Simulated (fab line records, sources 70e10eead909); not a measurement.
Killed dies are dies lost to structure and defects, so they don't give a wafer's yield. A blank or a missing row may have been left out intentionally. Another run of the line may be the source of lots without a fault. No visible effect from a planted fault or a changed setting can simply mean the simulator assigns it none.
Comparing a struck lot with a sound one :: flow nand_harc :: 14 out of 1302 route steps
Sound: the wafers L367.2, L367.3, L367.5. Wafers struck: L383.2, L383.4, L383.6. The cause is given at the end.
Order at every step that has rows: each side's tool, ch and its chambers, its first start. Under that, the readings that differ: sound wafers :: struck wafers :: difference of the means :: sigmas: that difference in standard deviations of wafers without a fault.
alike: a reading whose means differ by less than 2 such deviations, as well as words and numbers matching on both sides. not compared: withheld readings; readings where some wafer has no value; bounds like >300 that might hide an equal value; numbers whose values overlap and for which the record gives no deviation.
Wherever a step has rows on one side only, a row that says differs or no value, or a row with sigmas, the two part there. Non-overlapping numbers with no deviation appear without sigmas and do not part them. Lack of a reading on every wafer of one side parts them only where that side has two or more wafers.

first, 1 step without rows for these wafers: NHARC_P_GATE_STRIP_96 (strips in SPM, time 900 s).
NHARC_P_GATE_RTA_64: time 1 s.
  sound on rtp_anneal-01 ch 0, day 5 16:35; struck on rtp_anneal-01 ch 0, day 12 12:48
  alike: lamp_power_pct, wafer_temp_C_max
then, 1 step without rows for these wafers: NHARC_P_GATE_ETCH_77 (etches SiO2 in dHF, target depth 6 nm).
NHARC_P_GATE_DEGAS_109: time 60 s.
  struck on pvd_sputter-01, day 12 13:05; sound on pvd_sputter-03, day 5 16:52
  alike: heater_power_w
then, 5 steps without rows for these wafers: NHARC_P_GATE_PRE_CLEAN_110 (time 30 s); NHARC_P_GATE_SPUTTER_78 (material Ni, target thk 10 nm); NHARC_P_GATE_SPUTTER_79 (material TiN, target thk 10 nm); NHARC_P_GATE_RTA_80 (time 30 s); NHARC_P_GATE_STRIP_67 (strips in SPM, time 600 s).
NHARC_P_GATE_RTA_82: time 30 s.
  sound on rtp_anneal-01 ch 0, day 5 17:44; struck on rtp_anneal-01 ch 0, day 12 13:52
  alike: lamp_power_pct, wafer_temp_C_max
NHARC_P_GATE_INSPECT_68:
  struck on defect_inspect-02, day 12 14:02; sound on defect_inspect-02, day 5 17:53
  alike: raw_defect_count
NHARC_P_CONTACT_DEP_30: deposits SiNx, target thk 30 nm.
  sound on pecvd-01 ch 0,1,2, day 5 18:00; struck on pecvd-02 ch 0,1, day 12 14:08
reading: heater_power_outer_w (W)
sound: 679 513 483
struck: 383 382 411
difference: -166
sigmas: -3

reading: heater_power_w (W)
sound: 1033 833 825
struck: 601 605 684
difference: -267
sigmas: -3
NHARC_P_CONTACT_DEP_00: deposits SiO2, target thk 500 nm.
  sound on pecvd-01 ch 0,1,2, day 5 18:14; struck on pecvd-02 ch 0,1, day 12 14:22
  no value came back on the struck wafers for chamber_pressure_Torr (Torr), heater_power_outer_w (W), heater_power_w (W), throttle_valve_pct (%); on the sound wafers chamber_pressure_Torr (Torr) reads 6.495 6.526 6.512
NHARC_P_CONTACT_CMP_01: polishes SiO2, target thk 200 nm.
  sound on cmp-04 ch 1,3, day 5 18:41; struck on cmp-03 ch 2,3, day 12 14:49
  alike: edge_zone_pressure_frac, motor_current_A

== WHERE THEY PART ==
Last at NHARC_P_CONTACT_DEP_00 as far as this record goes, first at NHARC_P_CONTACT_DEP_30. Later steps at which nothing parts them and some readings are alike: NHARC_P_CONTACT_CMP_01.

WHY: the cause the simulator had injected
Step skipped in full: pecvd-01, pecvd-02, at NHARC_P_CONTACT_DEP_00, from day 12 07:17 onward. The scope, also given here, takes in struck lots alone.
